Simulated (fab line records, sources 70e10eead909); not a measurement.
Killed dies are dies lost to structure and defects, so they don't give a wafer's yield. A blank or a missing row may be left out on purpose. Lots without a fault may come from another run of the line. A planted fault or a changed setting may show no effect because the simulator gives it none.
Which tool did it? | flow nand_harc | 12 lots, 36 wafers sampled, at 5 steps of a route of 1302

WHAT THE GAUGES READ, wafer by wafer
NHARC_A_CONTACT_CD_MEAS_15.
lot  | measured     | on        | cd_nm (nm)
L815 | day 23 01:03 | cd_sem-01 | 189.1 189.7 189.8
L817 | day 23 18:24 | cd_sem-02 | 190.4 190.6 191.1
L819 | day 24 10:18 | cd_sem-03 | 190.7 190.6 190.8
L818 | day 24 15:32 | cd_sem-01 | 190.0 190.5 189.9
L821 | day 25 04:31 | cd_sem-03 | 190.1 189.4 188.8
L832 | day 28 18:26 | cd_sem-03 | 189.2 189.3 189.5
L834 | day 30 05:42 | cd_sem-01 | 190.7 189.9 189.8
L833 | day 30 14:48 | cd_sem-01 | 189.7 189.2 189.9
L835 | day 30 22:32 | cd_sem-01 | 190.5 190.6 190.4
L837 | day 31 08:22 | cd_sem-01 | 190.2 190.4 190.4
L838 | day 31 10:59 | cd_sem-01 | 190.7 190.1 190.3
L836 | day 31 11:55 | cd_sem-02 | 189.6 189.4 190.5

NHARC_END_SORT_01.
lot  | measured     | on        | killed_at_array | killed_at_other | killed_at_periphery | killed_dies | killed_open | killed_short
L821 | day 27 09:18 | prober-02 | 73 65 668       | 4 0 2           | 1 3 7               | 78 68 677   | 4 4 3       | 1 5 2

WHICH TOOL RAN EACH LOT (tool, then ch and the chambers of the sampled wafers, then the start)
lot  | NHARC_A_BLC_DESCUM_15              | NHARC_A_BLC_ETCH_17                | NHARC_A_BLC_CVD_24
L815 | rie_diel-10 ch 0,3, day 23 04:04   | rie_diel-10 ch 0,1,3, day 23 04:16 | cvd_w-01 ch 0,1, no start
L817 | rie_diel-10 ch 0,1,3, day 23 21:39 | rie_diel-10 ch 0,1,3, day 23 21:52 | cvd_w-02 ch 0,1, no start
L819 | rie_diel-10 ch 0,1,3, day 24 14:34 | rie_diel-10 ch 0,1,3, day 24 14:52 | cvd_w-02 ch 0,1, no start
L818 | rie_diel-04 ch 0,1, day 24 22:41   | rie_diel-04 ch 1,2, day 24 22:55   | cvd_w-01 ch 1, no start
L821 | rie_diel-10 ch 0,2,3, day 25 08:20 | rie_diel-10 ch 0,1,3, day 25 08:30 | cvd_w-01 ch 0,1, day 27 09:18 or earlier
L832 | rie_diel-10 ch 0,1,3, day 28 21:36 | rie_diel-10 ch 0,1,3, day 28 21:51 | cvd_w-02 ch 0,1, no start
L834 | rie_diel-03 ch 0,1, day 30 09:03   | rie_diel-03 ch 1,2,3, day 30 09:16 | cvd_w-02 ch 0,1, no start
L833 | rie_diel-10 ch 0,1,3, day 30 18:05 | rie_diel-10 ch 1,2, day 30 18:15   | cvd_w-01 ch 0,1, no start
L835 | rie_diel-03 ch 0,2,3, day 31 01:39 | rie_diel-03 ch 0,2, day 31 01:52   | cvd_w-02 ch 0,1, no start
L837 | rie_diel-10 ch 0,2,3, day 31 11:30 | rie_diel-10 ch 0,1,2, day 31 11:40 | cvd_w-02 ch 0,1, no start
L838 | rie_diel-10 ch 0,2,3, day 31 14:00 | rie_diel-10 ch 1,2,3, day 31 14:10 | cvd_w-02 ch 0,1, no start
L836 | rie_diel-10 ch 0,2, day 31 15:03   | rie_diel-10 ch 0,1, day 31 15:16   | cvd_w-02 ch 0,1, no start
- NHARC_A_BLC_DESCUM_15: chemistry O2, time 3 s.
- NHARC_A_BLC_ETCH_17: etches the open film in N2/H2, target depth 390 nm, time 609.38 s.
- NHARC_A_BLC_CVD_24: deposits W, target thk 150 nm, time 434 s.

WHAT THE TOOLS THEMSELVES READ (means of the sampled wafers that have a number; where no wafer has one, the mark that the record gives instead)
NHARC_A_BLC_DESCUM_15.
lot  | tool        | drypump_motor_current_A (A) | oes_product_au (a.u.) | rf_vpp_V (V) | showerhead_plenum_p_Torr (Torr) | throttle_valve_pct (%)
L815 | rie_diel-10 | 6.0                         | 1.006                 | 57.3         | 1.90                            | 11.311
L817 | rie_diel-10 | 5.8                         | 1.011                 | 58.2         | 1.96                            | 11.306
L819 | rie_diel-10 | 5.8                         | 1.019                 | 58.0         | 1.96                            | 11.305
L818 | rie_diel-04 | 5.7                         | 1.002                 | 57.0         | 1.83                            | 11.316
L821 | rie_diel-10 | 5.9                         | 1.001                 | 56.9         | 1.91                            | 11.313
L832 | rie_diel-10 | 5.8                         | 1.002                 | 57.6         | 1.96                            | 11.311
L834 | rie_diel-03 | 5.9                         | 0.995                 | 57.9         | 1.89                            | 11.311
L833 | rie_diel-10 | 5.8                         | 0.999                 | 58.1         | 1.96                            | 11.317
L835 | rie_diel-03 | 5.9                         | 0.985                 | 57.6         | 1.95                            | 11.316
L837 | rie_diel-10 | 6.0                         | 1.016                 | 57.6         | 1.91                            | 11.309
L838 | rie_diel-10 | 6.0                         | 1.016                 | 57.6         | 1.91                            | 11.309
L836 | rie_diel-10 | 6.0                         | 1.016                 | 58.1         | 1.87                            | 11.318

NHARC_A_BLC_ETCH_17.
lot  | tool        | drypump_motor_current_A (A) | oes_product_au (a.u.) | rf_vpp_V (V) | run_length_s (s) | showerhead_plenum_p_Torr (Torr) | throttle_valve_pct (%)
L815 | rie_diel-10 | 5.8                         | 1.010                 | 432.0        | 631.3            | 2.10                            | 14.175
L817 | rie_diel-10 | 5.8                         | 1.010                 | 432.1        | 631.2            | 2.10                            | 14.166
L819 | rie_diel-10 | 5.8                         | 1.010                 | 431.4        | 631.2            | 2.09                            | 14.173
L818 | rie_diel-04 | 5.8                         | 0.987                 | 429.7        | 630.4            | 1.99                            | 14.172
L821 | rie_diel-10 | 5.8                         | 1.012                 | 431.4        | 553.0            | 2.09                            | 14.161
L832 | rie_diel-10 | 5.8                         | 0.998                 | 431.6        | 631.3            | 2.09                            | 14.171
L834 | rie_diel-03 | 6.0                         | 0.990                 | 430.8        | 630.8            | 2.03                            | 14.171
L833 | rie_diel-10 | 5.8                         | 1.006                 | 430.9        | 630.6            | 2.06                            | 14.180
L835 | rie_diel-03 | 6.3                         | 0.983                 | 430.7        | 631.0            | 2.05                            | 14.170
L837 | rie_diel-10 | 5.8                         | 0.998                 | 430.8        | 631.0            | 2.04                            | 14.179
L838 | rie_diel-10 | 5.7                         | 1.016                 | 432.4        | 630.8            | 2.10                            | 14.166
L836 | rie_diel-10 | 5.9                         | 0.994                 | 431.0        | 631.0            | 2.03                            | 14.163

NHARC_A_BLC_CVD_24.
lot  | tool     | heater_power_w (W) | throttle_valve_pct (%)
L815 | cvd_w-01 | 431                | 8.5
L817 | cvd_w-02 | 502                | 8.0
L819 | cvd_w-02 | 497                | 8.1
L818 | cvd_w-01 | 390                | 8.4
L821 | cvd_w-01 | 449                | 8.2
L832 | cvd_w-02 | 489                | 8.0
L834 | cvd_w-02 | 499                | 8.0
L833 | cvd_w-01 | 451                | 8.2
L835 | cvd_w-02 | 494                | 8.1
L837 | cvd_w-02 | 487                | 8.1
L838 | cvd_w-02 | 493                | 7.9
L836 | cvd_w-02 | 487                | 8.1

THE ANSWER, worked out from the rows above alone
Rule: what is usual is taken from the lots themselves. Put in order of their means at a reading, lots are off if they are a third of the lots or fewer, leave a main group of 4 or more, and stand apart from it by a gap of 3 or more times the standard deviation of the main group's means; of several such gaps the widest counts. A main group whose means are all the same, to the digits that the tables above print for the reading, isn't used. A lot without any number at a reading at which 4 lots or more have one is off too. The other lots that the step has rows for count as sound. The gauges are gone through in route order, then the tools' own readings, and for those a lot's mean is taken as printed above. The first step at which some lot is off is used, and at that step the reading that is off furthest; a lot without a number counts as furthest.
Off: L821, at NHARC_A_BLC_ETCH_17 (run_length_s). The main group: mean 631.0 s, standard deviation 0.28.
A tool fits if, at that step or a process step before it, it ran every lot that is off, and no sound lot after the first of them. None of those tried fits.

WHAT THE SIMULATOR HAD PUT IN
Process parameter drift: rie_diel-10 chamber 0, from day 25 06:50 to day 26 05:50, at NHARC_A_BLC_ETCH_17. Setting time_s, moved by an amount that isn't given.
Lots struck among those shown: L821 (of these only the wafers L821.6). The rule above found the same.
